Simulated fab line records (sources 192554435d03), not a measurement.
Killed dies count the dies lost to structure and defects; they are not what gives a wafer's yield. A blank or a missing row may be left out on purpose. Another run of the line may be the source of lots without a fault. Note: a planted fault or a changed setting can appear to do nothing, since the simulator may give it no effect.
Struck lot and sound lot, side by side    flow n5 finfet    16 steps out of a route of 1938
Sound: wafers L754.1, L754.3, L754.5. The struck wafers were L765.1, L765.2, L765.5. At the end, the cause is stated.
Per side, at each step with rows, come the tool, then ch with its chambers, and then its first start. Under that, the readings that differ: sound wafers    struck wafers    difference of the means    sigmas: that difference in standard deviations of wafers without a fault.
alike: readings whose means differ by less than 2 such deviations, and words and numbers that are the same on both sides. not compared: withheld readings, readings that some wafer has no value for, bounds like >300 that may hide the same value, and numbers for which the record gives no deviation and whose values overlap.
A row with sigmas, a row that says differs or no value, or rows on one side alone: a step with any of these is where the two part. Non-overlapping numbers with no deviation appear without sigmas and do not part them. A reading missing from all wafers of one side parts the sides only when that side holds two or more wafers.

first, 4 steps without rows for these wafers: N5_BEOL_M9_SOFTBAKE_06 (time 60 s); N5_BEOL_M9_EXPOSE_08 (exposes mask M9); N5_BEOL_M9_PEB_09 (peb time 60 s); N5_BEOL_M9_DEVELOP_10 (develop time 30 s).
N5_BEOL_M9_CD_MEAS_11 targets a cd of 64.1 nm.
  sound on cd sem-03 ch 0, day 10 17:41; struck on cd sem-02 ch 0, day 14 23:57
  alike: cd nm
N5_BEOL_M9_OVL_MEAS_12:
  sound on overlay-02 ch 0, day 10 17:43; struck on overlay-01 ch 0, day 14 23:59
  alike: M9_OVL
N5_BEOL_M9_INSPECT_13: inspects for defects (brightfield).
  sound on defect inspect-02 at day 10 17:44; struck on defect inspect-02 at day 15 00:11
reading           sound        struck       difference  sigmas
raw defect count  581 525 580  395 245 351  -232        -2
N5_BEOL_M9_DESCUM_16: chemistry O2, time 7.9 s.
  sound on rie diel-02 ch 0,2,3, day 10 17:47; struck on rie diel-03 ch 0,1,3, day 15 00:13
  alike: drypump motor current A, oes product au, rf vpp V, showerhead plenum p Torr, throttle valve pct
  not compared: rf hours counter h
N5_BEOL_M9_ETCH_61: etches SiARC in CF4, target depth 39 nm, time 65 s.
  sound on rie diel-02 ch 0,2,3, day 10 17:49; struck on rie diel-03 ch 0,1,3, day 15 00:15
  alike: cf4 flow sccm, drypump motor current A, etch rf on time s, oes product au, rf vpp V, showerhead plenum p Torr, throttle valve pct
  not compared: rf hours counter h
N5_BEOL_M9_ETCH_62: etches SOC in N2/H2, target depth 110 nm, overetch 22 nm, time 165 s.
  sound on rie diel-02 ch 0,2,3, day 10 17:52; struck on rie diel-03 ch 0,1,3, day 15 00:18
  alike: drypump motor current A, h2 flow sccm, oes product au, rf vpp V, showerhead plenum p Torr, throttle valve pct
  not compared: rf hours counter h
then, 1 step without rows for these wafers: N5_BEOL_M9_STRIP_68 (strips in N2/H2).
N5_BEOL_M9_STRIP_67: strips in CF4.
  sound on rie diel-02 ch 0,2,3, day 10 18:01; struck on rie diel-03 ch 0,1,3, day 15 00:26
  alike: cf4 flow sccm, drypump motor current A, oes product au, rf vpp V, showerhead plenum p Torr, throttle valve pct
  not compared: rf hours counter h
N5_BEOL_M9_HM_OPEN_17: chemistry Cl2/BCl3, target TiN, target depth 20 nm, overetch 6 nm.
  sound on rie metal-02 ch 0,1, day 10 18:03; struck on rie metal-01 ch 0,1, day 15 00:29
  no value came back on the struck wafers for any of 5 readings (bcl3 flow sccm (sccm), bias w (W) and others); on the sound wafers bcl3 flow sccm (sccm) reads 21.71 21.69 21.65
reading                                   sound           struck        difference  sigmas
model.SOC_of_BEOL_M9_COAT_59.thk nm (nm)  93.2 92.4 92.4  100 100 99.6  +7          
  not compared: rf hours counter h
N5_BEOL_M9_STRIP_19: strips in O2.
  sound on rie diel-02 ch 0,2,3, day 10 18:17; struck on rie diel-05 ch 0,1,2, day 15 00:43
  alike: drypump motor current A, oes product au, rf vpp V, showerhead plenum p Torr, throttle valve pct
  not compared: rf hours counter h
N5_BEOL_M9_CD_MEAS_18: pitch 140 nm, target cd 70 nm.
  sound on cd sem-03 at day 10 18:21; struck on cd sem-02 at day 15 00:47
reading     sound           struck  difference                     sigmas
cd nm (nm)  70.9 71.1 70.1  - - -   no value on the struck wafers  
then, 1 step without rows for these wafers: N5_BEOL_M9_COAT_63 (time 60 s, resist thk 60 nm).

WHERE THEY PART
First at N5_BEOL_M9_INSPECT_13; last, within this record, at N5_BEOL_M9_CD_MEAS_18.

WHY: whatever the simulator had introduced
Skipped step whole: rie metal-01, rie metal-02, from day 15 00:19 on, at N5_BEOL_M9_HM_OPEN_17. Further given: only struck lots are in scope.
